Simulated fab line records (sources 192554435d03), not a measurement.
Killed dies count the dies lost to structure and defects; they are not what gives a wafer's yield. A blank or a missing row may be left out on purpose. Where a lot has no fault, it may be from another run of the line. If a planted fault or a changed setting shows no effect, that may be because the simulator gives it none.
Split-lot experiment + flow n5 finfet + 7 lots, 21 wafers read, on a route of 1938 steps

== ON THE SPLIT ==
At N5_ZERO_LAYER_COAT_05 (resist thk 1000 nm), the setting spin rpm was moved away from the recipe's 1500 rpm on 7 of the 21 wafers read, by -9.7% to +6.7%. For the rest of the wafers, this setting stayed at what the recipe calls for.

== FROM THE SPLIT TO THE READING: what the file shows between them, 4 steps ==
- N5_ZERO_LAYER_DEVELOP_10: develop time 60 s (also split here: develop time s)
- N5_ZERO_LAYER_HARDBAKE_23: time 120 s
- N5_ZERO_LAYER_DESCUM_16: chemistry O2, time 7.9 s
- N5_ZERO_LAYER_ETCH_17: etches SiO2 in CF4, target depth 12 nm, time 13.3 s

== THE READING ==
coat_of_ZERO_LAYER_COAT_05.thk nm (the simulator's own value, which no gauge read), in nm, at N5_ZERO_LAYER_ETCH_18 (etches Si in HBr/Cl2, target depth 120 nm, time 40 s). The file does not state a usual value for it. The 14 wafers here that ran the recipe average 930.2 nm, standard deviation 2.8 nm.

| wafer  | tool, chamber at the split | spin rpm as run, rpm | against the recipe | coat_of_ZERO_LAYER_COAT_05.thk nm, nm | against lot-mates on the recipe |
|--------|----------------------------|----------------------|--------------------|---------------------------------------|---------------------------------|
| L074.1 | litho track-02, 0          | 1355                 | -9.7%              | 985.1                                 | +49.8                           |
| L074.2 | litho track-02, 0          | 1500                 | recipe             | 935.3                                 | -                               |
| L074.3 | litho track-02, 0          | 1355                 | -9.7%              | 984.6                                 | +49.3                           |
| L079.2 | litho track-05, 0          | 1500                 | recipe             | 928.5                                 | -                               |
| L079.3 | litho track-05, 0          | 1500                 | recipe             | 930.5                                 | -                               |
| L079.4 | litho track-05, 0          | 1500                 | recipe             | 930.9                                 | -                               |
| L080.1 | litho track-05, 0          | 1500                 | recipe             | 929                                   | -                               |
| L080.2 | litho track-05, 0          | 1500                 | recipe             | 928.8                                 | -                               |
| L080.5 | litho track-05, 0          | 1369                 | -8.7%              | 975.1                                 | +46.2                           |
| L082.1 | litho track-05, 0          | 1600                 | +6.7%              | 896.2                                 | no lot-mate on the recipe       |
| L082.3 | litho track-05, 0          | 1600                 | +6.7%              | 897.4                                 | no lot-mate on the recipe       |
| L082.4 | litho track-05, 0          | 1600                 | +6.7%              | 899.3                                 | no lot-mate on the recipe       |
| L085.1 | litho track-02, 0          | 1378                 | -8.1%              | 971.7                                 | +43.9                           |
| L085.3 | litho track-02, 0          | 1500                 | recipe             | 928.2                                 | -                               |
| L085.4 | litho track-02, 0          | 1500                 | recipe             | 927.5                                 | -                               |
| L089.1 | litho track-05, 0          | 1500                 | recipe             | 933.8                                 | -                               |
| L089.3 | litho track-05, 0          | 1500                 | recipe             | 931.5                                 | -                               |
| L089.5 | litho track-05, 0          | 1500                 | recipe             | 935.5                                 | -                               |
| L091.1 | litho track-04, 0          | 1500                 | recipe             | 927.9                                 | -                               |
| L091.2 | litho track-04, 0          | 1500                 | recipe             | 929                                   | -                               |
| L091.5 | litho track-04, 0          | 1500                 | recipe             | 926                                   | -                               |

FIT RESULTS
A straight line over all 21 wafers: coat_of_ZERO_LAYER_COAT_05.thk nm changes by -5.25 nm for each +1% of spin rpm; r = -0.99; the points scatter about the line by 2.9 nm.
The same after taking each lot's own level away (the mean of its wafers on the recipe; 18 wafers): -5.21 nm for each +1%; r = -1.00; scatter 1.1 nm.
Per that fit: largest spin rpm move, reading shift of 50 nm.
Measured against the standard deviation above, the lots' own levels, which go from 927.63 to 935.30 nm, span 2.7 times it.
Consequently the slope shifts little with the lot-to-lot level, the two slopes agreeing.
Check: +50.7 nm against its lot-mates is what the line predicts for one of the wafers moved furthest among these (-9.7%) when that wafer is left out of the fit. It came out at +49.8 nm against them.

== FURTHER SPLITS ON THESE WAFERS ==
Note: prior to the reading, these wafers also went through further splits. Each is held against what the fit with the lots' levels taken away leaves over:
| other split on the same wafers          | wafers away from the commonest value | r with coat_of_ZERO_LAYER_COAT_05.thk nm (lot level and that fit taken away) |
|-----------------------------------------|--------------------------------------|------------------------------------------------------------------------------|
| N5_ZERO_LAYER_DEVELOP_10 develop time s | 8                                    | +0.11                                                                        |

== THE WHOLE CHAIN: every reading that the file lists as answering this split, in the file's order ==
| step                   | what it does                                         | reading                                                                            | change (the file's fit)              | r (the file's) |
|------------------------|------------------------------------------------------|------------------------------------------------------------------------------------|--------------------------------------|----------------|
| N5_ZERO_LAYER_COAT_05  | resist thk 1000 nm                                   | coat_of_ZERO_LAYER_COAT_05.thk nm (the simulator's own value, which no gauge read) | -5.26 nm for each +1% of the setting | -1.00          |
| N5_ZERO_LAYER_ETCH_18  | etches Si in HBr/Cl2, target depth 120 nm, time 40 s | coat_of_ZERO_LAYER_COAT_05.thk nm (the simulator's own value, which no gauge read) | -5.25 nm for each +1% of the setting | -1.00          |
| N5_ZERO_LAYER_STRIP_24 | strips in O2                                         | strip time to endpoint s                                                           | withheld for each +1% of the setting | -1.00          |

== FILE'S OWN FIT ==
coat_of_ZERO_LAYER_COAT_05.thk nm changes by -5.25 nm for each +1% of spin rpm, r = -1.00.
